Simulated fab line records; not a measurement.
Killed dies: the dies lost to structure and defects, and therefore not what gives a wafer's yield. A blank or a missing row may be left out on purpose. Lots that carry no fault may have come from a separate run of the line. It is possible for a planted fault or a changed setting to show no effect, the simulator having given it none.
One fault through the eyes of 2 desks	flow n5-finfet	only its own numbers are on each desk; what lay behind them is given at the end

## THE METROLOGY DESK
Lot by lot, what the gauges showed, no matter which tool ran the lot: averages of those sampled wafers that carry a number. A lot is out of limits, marked OUT, if its mean lies more than 4 standard deviations from the usual mean; the brackets give that distance. 7 of its 10 readings are shown, namely those furthest out on some lot.
Columns: A = DIBL_P at N5_BEOL_M4_RC_MEAS_101, usual 37.4 mV/V; B = IOFF_N at N5_BEOL_M4_RC_MEAS_101, usual 0.18 nA/um; C = IOFF_P at N5_BEOL_M4_RC_MEAS_101, usual 0.25 nA/um; D = ION_P at N5_BEOL_M4_RC_MEAS_101, usual 468 uA/um; E = SS_N at N5_BEOL_M4_RC_MEAS_101, usual 71.8 mV/dec; F = SS_P at N5_BEOL_M4_RC_MEAS_101, usual 73.6 mV/dec; G = VT_P at N5_BEOL_M4_RC_MEAS_101, usual -248 mV
lot	first seen here	A	B	C	D	E	F	G
L192	day 7 19:53	34.4	0.14	0.23	468	71.0	72.3	-247
L202	day 10 19:44	39.2	0.21	0.26	471	72.4	73.8	-248
L207	day 11 22:28	38.3	0.23	0.30	473	72.1	74.1	-244
L215	day 13 13:27	35.3	0.17	0.26	476	71.7	73.5	-246
This desk's verdict: no lot among the 4 shows anything out of limits.

## FOR THE TOOL OWNER'S DESK: rie-diel-02
The tool's own readings at N5_MOL_CONTACT_COAG_ETCHBACK_135 (etches SiO2 in CHF3, target depth 25 nm, time 16.7 s): means of the sampled wafers that have a number, for each lot that ran on this tool. A lot is out of limits, marked OUT, if its mean lies more than 4 standard deviations from the usual mean; the brackets give that distance.
Columns: A = drypump-motor-current-A at N5_MOL_CONTACT_COAG_ETCHBACK_135, usual 5.5 A; B = mfc-ar-sccm at N5_MOL_CONTACT_COAG_ETCHBACK_135, usual 200.0 sccm; C = oes_f_703_au at N5_MOL_CONTACT_COAG_ETCHBACK_135, usual 0.78 a.u.; D = oes-product-au at N5_MOL_CONTACT_COAG_ETCHBACK_135, usual 0.78 a.u.; E = rf-vpp-V at N5_MOL_CONTACT_COAG_ETCHBACK_135, usual 522 V; F = showerhead-plenum-p-Torr at N5_MOL_CONTACT_COAG_ETCHBACK_135, usual 2.36 Torr; G = throttle-valve-pct at N5_MOL_CONTACT_COAG_ETCHBACK_135, usual 18.73 %
lot	first seen here	A	B	C	D	E	F	G
L192	day 5 04:23	5.2	200.5	0.81	0.81	517	2.35	18.59
L202	day 7 20:23	5.3	199.5	0.78	0.89	527	2.41	18.70
L207	day 8 22:04	5.4	200.0	0.72	0.77	511	2.31	18.54
This desk's verdict: no lot among the 3 shows anything out of limits.

## BROUGHT TOGETHER
Metrology desk: nothing out of limits seen.
The tool owner's desk saw nothing out of limits.

## WHAT THE SIMULATOR HAD PUT IN
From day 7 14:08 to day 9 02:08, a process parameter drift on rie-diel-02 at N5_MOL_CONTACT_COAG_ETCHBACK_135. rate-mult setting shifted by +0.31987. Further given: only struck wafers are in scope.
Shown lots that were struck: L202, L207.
